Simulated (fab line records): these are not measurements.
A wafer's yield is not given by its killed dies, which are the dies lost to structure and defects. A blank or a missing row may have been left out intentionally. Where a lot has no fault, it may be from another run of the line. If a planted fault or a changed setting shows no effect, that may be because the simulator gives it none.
fab line records	flow nand-harc
record lots=6	wafers=18	last-day=33
route steps=1302 shown THIN_TSV@1283
lots that met no fault: taken from a fault-free run of the same line
start-h: hours from the record's opening day to when the first of the lot's shown wafers began	wait-h: hours since the lot's step before	" same as the row above	L1.1+2: one row covering several wafers at once	- no value, or no start was given	* or withheld: withheld	< > ~ a bound
route shown NAME@n: names a module that has steps shown in the file, with the first one's number in the route	usual: average and standard deviation across the fault-free wafers	same: alike in all rows	chamber/n: place in a boat	sites: the reading at each site	_std_site: the standard deviation of these	_edge_site: the outer-site mean with the inner-site mean subtracted	radius-mm: for every site, how far away it sits from the centre of the wafer	mask NAME#n: copy n	behind: the last tool/chamber to shape the wafer	hold: why the lot went on hold/how many hours it stayed there/how the hold came to an end	device: the n, p or np transistor that did not switch	end of line: at the end of the route, the tests of the same wafers	for a step that has no rows: nothing shown but its recipe	killed: count of dies lost to structure and defects at first sort (not the wafer's yield)	map: dies across one wafer; x = killed, . = not, _ = none there
set.NAME: the run value of the setting; set.NAME@STEP: its run value at that earlier step	model.NAME: the simulator's own value behind a step, which no gauge read
lots at selected steps of the route; one table per step, one row per wafer
services: a tool's chamber out of use, with start hour (start-h, from the record's first day; less than 0 if before it), hours out, and reason
## steps
# step NHARC_THIN_TSV_DEHYDRATE_25
# recipe temp-c=150	time-s=120
# step NHARC_THIN_TSV_HMDS_26
# recipe time-s=30
# step NHARC_THIN_TSV_COAT_27
# recipe spin-rpm=*
# step NHARC_THIN_TSV_SOFTBAKE_28
# recipe temp-c=122	time-s=95
# step NHARC_THIN_TSV_EBR_29
# step NHARC_THIN_TSV_EXPOSE_30
# recipe na=0.55	dose-mj=11.47	mask-id=PAD
# step NHARC_THIN_TSV_PEB_31
# recipe peb-temp-c=118	peb-time-s=85
# step NHARC_THIN_TSV_DEVELOP_32
# recipe time-s=70
# step NHARC_THIN_TSV_CD_MEAS_33
# recipe target-cd-nm=5000	landing-energy-ev=500
# usual cd-nm=4999.9/1.8
lot.wafer	tool	chamber	start-h	wait-h	cd-nm
L608.2	cd-sem-03	0	572.99	-	4997.2
L608.3	"	0	"	"	5001.1
L608.4	"	0	"	"	5002.9
L615.1	cd-sem-02	0	627.19	-	4997.0
L615.3	"	0	"	"	4998.1
L615.5	"	0	"	"	4997.8
L623.1	cd-sem-02	0	695.81	-	4997.6
L623.2	"	0	"	"	4998.6
L623.6	"	0	"	"	5000.5
L627.3	cd-sem-03	0	739.99	-	5003.5
L627.5	"	0	"	"	4999.3
L627.6	"	0	"	"	5001.6
L629.1	cd-sem-01	0	762.48	-	5001.4
L629.2	"	0	"	"	5000.2
L629.5	"	0	"	"	4998.6
L631.1	cd-sem-03	0	790.36	-	4998.0
L631.2	"	0	"	"	4999.2
L631.6	"	0	"	"	5002.0
# step NHARC_THIN_TSV_HARDBAKE_34
# recipe temp-c=125	time-s=80
# step NHARC_THIN_TSV_DESCUM_35
# recipe time-s=3	o2-flow-sccm=200	ar-flow-sccm=0	bias-power-w=0	chemistry=O2
# usual drypump-motor-current-A=5.3/0.36	oes-product-au=1.001/0.0087	rf-vpp-V=57.8/0.81	showerhead-plenum-p-Torr=1.89/0.053	throttle-valve-pct=11.311/0.0093
lot.wafer	tool	chamber	start-h	wait-h	drypump-motor-current-A	oes-product-au	rf-hours-counter-h	rf-vpp-V	showerhead-plenum-p-Torr	throttle-valve-pct
L608.3	rie-diel-11	2	573.14	-	6.1	0.998	5.8	59.1	1.95	11.321
L608.2	"	1	"	"	5.4	0.986	6.2	57.0	1.90	11.311
L608.4	"	1	"	"	5.4	0.996	-	58.5	1.90	11.315
L615.1	rie-diel-10	3	627.37	-	4.9	0.989	1.6	57.7	1.79	11.306
L615.3	"	0	"	"	5.2	0.999	1.5	58.3	1.94	11.307
L615.5	"	2	"	"	5.4	1.008	-	58.7	1.92	11.313
L623.1	rie-diel-08	2	695.99	-	4.8	1.017	10.9	57.1	1.90	11.312
L623.2	"	3	"	"	5.4	1.015	8.4	59.8	1.95	11.303
L623.6	"	1	"	"	4.9	1.015	-	58.3	1.82	11.321
L627.3	rie-diel-08	3	740.16	-	5.4	0.980	0.4	57.4	1.95	11.300
L627.5	"	1	"	"	5.0	1.006	-	57.2	1.81	11.323
L627.6	"	2	"	"	4.8	0.992	-	57.2	1.90	11.326
L629.1	rie-diel-10	0	762.64	-	5.2	1.001	8.0	58.3	1.93	11.310
L629.2	"	3	"	"	4.9	1.000	7.8	58.4	1.79	11.301
L629.5	"	1	"	"	5.5	1.008	-	58.4	1.90	11.319
L631.2	rie-diel-10	3	790.52	-	4.9	0.988	0.6	59.0	1.79	11.323
L631.1	"	0	"	"	5.1	1.001	0.4	58.3	1.93	11.296
L631.6	"	3	"	"	4.9	0.984	-	58.4	1.79	11.306
# step NHARC_THIN_TSV_ETCH_59
# recipe target-depth-a=8800	icp-w=900	bias-w=100	Cl2_flow_sccm=60	bcl3-flow-sccm=30	time-s=138.1	chemistry=Cl2/BCl3
# usual drypump-motor-current-A=5.6/0.5	oes-product-au=0.999/0.012	run-length-s=159.0/0.39	throttle-valve-pct=22.264/0.0086
lot.wafer	tool	chamber	start-h	wait-h	drypump-motor-current-A	oes-product-au	rf-hours-counter-h	run-length-s	throttle-valve-pct
L608.2	rie-metal-01	0	573.30	0.1	4.8	1.011	2.8	159.0	22.273
L608.4	"	0	"	"	4.9	1.013	-	158.7	22.259
L608.3	"	1	"	"	5.5	1.003	-	159.4	22.259
L615.1	rie-metal-03	0	627.48	0.1	6.5	0.985	1.9	159.3	22.260
L615.3	"	0	"	"	6.5	1.002	-	159.6	22.278
L615.5	"	0	"	"	6.5	0.993	-	159.2	22.261
L623.2	rie-metal-01	1	696.10	0.1	5.5	1.001	1.7	159.2	22.264
L623.1	"	0	"	"	4.8	0.992	1.7	159.3	22.278
L623.6	"	1	"	"	5.5	0.996	-	159.3	22.266
L627.3	rie-metal-01	0	740.37	0.2	4.8	0.990	-	158.8	22.256
L627.5	"	1	"	"	5.5	0.998	-	159.3	22.259
L627.6	"	0	"	"	4.8	0.987	-	158.9	22.259
L629.2	rie-metal-01	0	762.77	0.1	4.8	0.993	0.0	158.7	22.257
L629.1	"	1	"	"	5.5	0.996	0.0	159.7	22.263
L629.5	"	0	"	"	4.8	0.989	-	158.8	22.257
L631.1	rie-metal-03	0	790.64	0.1	6.5	1.002	1.5	159.6	22.262
L631.2	"	1	"	"	5.8	0.963	1.5	159.3	22.270
L631.6	"	0	"	"	6.5	1.005	-	159.4	22.263
# step NHARC_THIN_TSV_ETCH_36
# recipe target-depth-a=650	over-etch-frac=0.3	time-s=18.571	ion-energy-ev=150	chemistry=Cl2/BCl3
# usual drypump-motor-current-A=5.6/0.51	oes-product-au=0.998/0.011	run-length-s=39.5/0.37
lot.wafer	tool	chamber	start-h	wait-h	drypump-motor-current-A	oes-product-au	rf-hours-counter-h	run-length-s
L608.2	rie-metal-01	0	573.56	0.2	4.8	1.011	3.0	39.4
L608.3	"	1	"	"	5.5	1.013	-	39.6
L608.4	"	0	"	"	4.9	1.021	-	39.7
L615.1	rie-metal-03	0	627.96	0.4	6.5	0.994	2.2	39.6
L615.3	"	0	"	"	6.5	0.998	-	39.6
L615.5	"	0	"	"	6.5	0.996	-	40.1
L623.2	rie-metal-01	0	696.35	0.2	4.8	0.983	1.8	39.3
L623.1	"	1	"	"	5.5	0.995	1.8	39.8
L623.6	"	1	"	"	5.5	0.985	-	39.6
L627.3	rie-metal-01	0	740.54	0.1	4.8	0.994	-	35.2
L627.5	"	1	"	"	5.5	1.009	-	39.8
L627.6	"	0	"	"	4.8	0.988	-	35.1
L629.2	rie-metal-01	1	763.03	0.2	5.5	1.005	0.2	39.5
L629.1	"	0	"	"	4.8	0.999	0.2	35.2
L629.5	"	0	"	"	4.8	1.011	-	35.3
L631.2	rie-metal-03	0	790.91	0.2	6.5	0.997	1.6	39.8
L631.1	"	1	"	"	5.8	0.968	1.6	39.4
L631.6	"	0	"	"	6.5	1.006	-	39.7
# step NHARC_THIN_TSV_STRIP_56
# recipe power-w=1500	temp-c=250	chemistry=O2
# usual drypump-motor-current-A=5.9/0.4	heater-power-w=341/22
lot.wafer	tool	chamber	start-h	wait-h	drypump-motor-current-A	heater-power-w	rf-hours-counter-h
L608.2	plasma-asher-01	1	573.65	0.1	5.7	365	10
L608.4	"	1	"	"	5.7	376	-
L608.3	"	0	"	"	5.7	329	-
L615.1	plasma-asher-01	1	628.14	0.2	5.7	365	23
L615.3	"	0	"	"	5.7	329	-
L615.5	"	1	"	"	5.7	361	-
L623.2	plasma-asher-02	1	696.46	0.1	5.9	347	17
L623.1	"	0	"	"	6.7	314	17
L623.6	"	1	"	"	5.8	353	-
L627.3	plasma-asher-02	1	740.72	0.2	5.9	341	-
L627.5	"	1	"	"	5.9	351	-
L627.6	"	0	"	"	6.7	313	-
L629.2	plasma-asher-01	1	763.13	0.1	5.7	368	12
L629.1	"	0	"	"	5.7	326	12
L629.5	"	0	"	"	5.7	327	-
L631.1	plasma-asher-02	0	791.00	0.1	6.7	301	0
L631.2	"	1	"	"	5.9	363	0
L631.6	"	0	"	"	6.7	311	-
## services
tool	chamber	start-h	hours	kind
rie-diel-11	0	556.27	22.8	repair
rie-diel-08	3	558.14	11.4	repair
rie-diel-10	1	563.89	4.3	repair
rie-diel-10	0	565.66	3.4	repair
rie-diel-11	2	574.22	5.0	repair
rie-metal-01	-	575.00	9.0	pm
rie-metal-03	-	580.86	1.5	repair
rie-diel-10	-	596.50	9.0	pm
rie-diel-08	3	597.89	8.8	repair
plasma-asher-02	-	603.00	9.0	pm
rie-diel-11	-	609.50	9.0	pm
rie-metal-03	-	622.71	2.1	repair
rie-metal-03	1	625.49	9.5	repair
rie-diel-10	2	690.95	11.6	repair
plasma-asher-01	-	696.00	9.0	pm
rie-metal-03	-	696.00	9.0	pm
rie-diel-08	3	700.68	13.6	repair
rie-metal-01	-	718.57	0.8	repair
rie-diel-08	-	721.81	9.0	pm
rie-metal-01	-	752.00	9.0	pm
rie-diel-08	1	756.65	12.8	repair
rie-diel-08	3	771.07	7.5	repair
rie-diel-10	-	773.50	9.0	pm
plasma-asher-02	-	780.26	9.0	pm
## key
first-sign step=NHARC_THIN_TSV_ETCH_36	reading=run-length-s	direction=down	sigmas=12	usual=*	struck=*
effect none on later readings
met-at NHARC_THIN_TSV_ETCH_36
struck-wafers L627.3,L627.6,L629.1,L629.5
sort-left-out L627.3,L627.6,L629.1,L629.5
onset-between 696.35 740.54
fault kind=process-parameter-drift	tool=rie-metal-01	chamber=0	onset-h=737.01	steps=NHARC_THIN_TSV_ETCH_36	channel=time-s	offset=*	shape=step	end-h=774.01	acts-in=*	stated=*
# sort-left-out: the simulated sort isn't trusted on such a fault, so these wafers' sort isn't shown, and their yield isn't known
